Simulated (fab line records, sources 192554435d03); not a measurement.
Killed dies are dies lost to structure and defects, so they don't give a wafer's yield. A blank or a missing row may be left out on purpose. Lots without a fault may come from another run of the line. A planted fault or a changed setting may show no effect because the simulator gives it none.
One fault seen from 2 desks | flow n5_finfet | each desk has only its own numbers; what lay behind them comes last

THE DEFECT DESK
What the inspections along the route counted, lot by lot: means of the sampled wafers that have a number. A lot is out of limits, marked OUT, if its mean lies more than 4 standard deviations from the usual mean; the brackets give that distance.
Columns: A = raw_defect_count at N5_START_INSPECT_01, usual 5.9
lot  | first seen here | A
L635 | day 2 00:02     | 4.3
L636 | day 2 06:02     | 6.3
L638 | day 2 18:02     | 4.7
L639 | day 3 00:02     | 6.0
L642 | day 3 18:02     | 7.7
L643 | day 4 00:02     | 5.3
L645 | day 4 12:02     | 3.0
L646 | day 4 18:02     | 5.0
L652 | day 6 06:02     | 9.0
L656 | day 7 06:02     | 4.7
This desk's finding: nothing out of limits on any of the 10 lots.

THE METROLOGY DESK
What the gauges read, lot by lot, whatever tool the lot ran on: means of the sampled wafers that have a number. A lot is out of limits, marked OUT, if its mean lies more than 4 standard deviations from the usual mean; the brackets give that distance. Of its 12 readings 7 are shown: those that lie furthest out on some lot.
Columns: A = cd_nm at N5_ZERO_LAYER_CD_MEAS_11, usual 2000.2 nm; B = DIBL_N at N5_BEOL_M4_RC_MEAS_101, usual 36.0 mV/V; C = DIBL_P at N5_BEOL_M4_RC_MEAS_101, usual 35.9 mV/V; D = IOFF_N at N5_BEOL_M4_RC_MEAS_101, usual 0.16 nA/um; E = ION_P at N5_BEOL_M4_RC_MEAS_101, usual 463 uA/um; F = VT_N at N5_BEOL_M4_RC_MEAS_101, usual 250 mV; G = VT_P at N5_BEOL_M4_RC_MEAS_101, usual -251 mV
lot  | first seen here | A      | B    | C    | D    | E   | F   | G
L635 | day 2 00:39     | 2000.1 | 34.7 | 36.0 | 0.15 | 458 | 251 | -253
L636 | day 2 06:39     | 1998.9 | 34.9 | 35.2 | 0.14 | 449 | 250 | -254
L638 | day 2 18:46     | 2001.8 | 36.0 | 35.7 | 0.16 | 461 | 249 | -251
L639 | day 3 00:47     | 1999.6 | 40.7 | 39.7 | 0.22 | 469 | 247 | -249
L642 | day 3 18:39     | 1999.5 | 36.3 | 35.0 | 0.14 | 450 | 256 | -256
L643 | day 4 00:38     | 2001.7 | 35.0 | 35.4 | 0.14 | 458 | 249 | -255
L645 | day 4 12:39     | 2001.9 | 35.2 | 35.7 | 0.15 | 461 | 248 | -252
L646 | day 4 18:38     | 2002.0 | 35.1 | 33.7 | 0.14 | 460 | 250 | -251
L652 | day 6 06:47     | 1994.4 | 39.0 | 40.1 | 0.20 | 473 | 247 | -249
L656 | day 7 06:39     | 1992.4 | 35.8 | 37.2 | 0.18 | 477 | 245 | -246
This desk's finding: nothing out of limits on any of the 10 lots.

PUT TOGETHER
The defect desk saw nothing out of limits.
The metrology desk saw nothing out of limits.

WHAT THE SIMULATOR HAD PUT IN
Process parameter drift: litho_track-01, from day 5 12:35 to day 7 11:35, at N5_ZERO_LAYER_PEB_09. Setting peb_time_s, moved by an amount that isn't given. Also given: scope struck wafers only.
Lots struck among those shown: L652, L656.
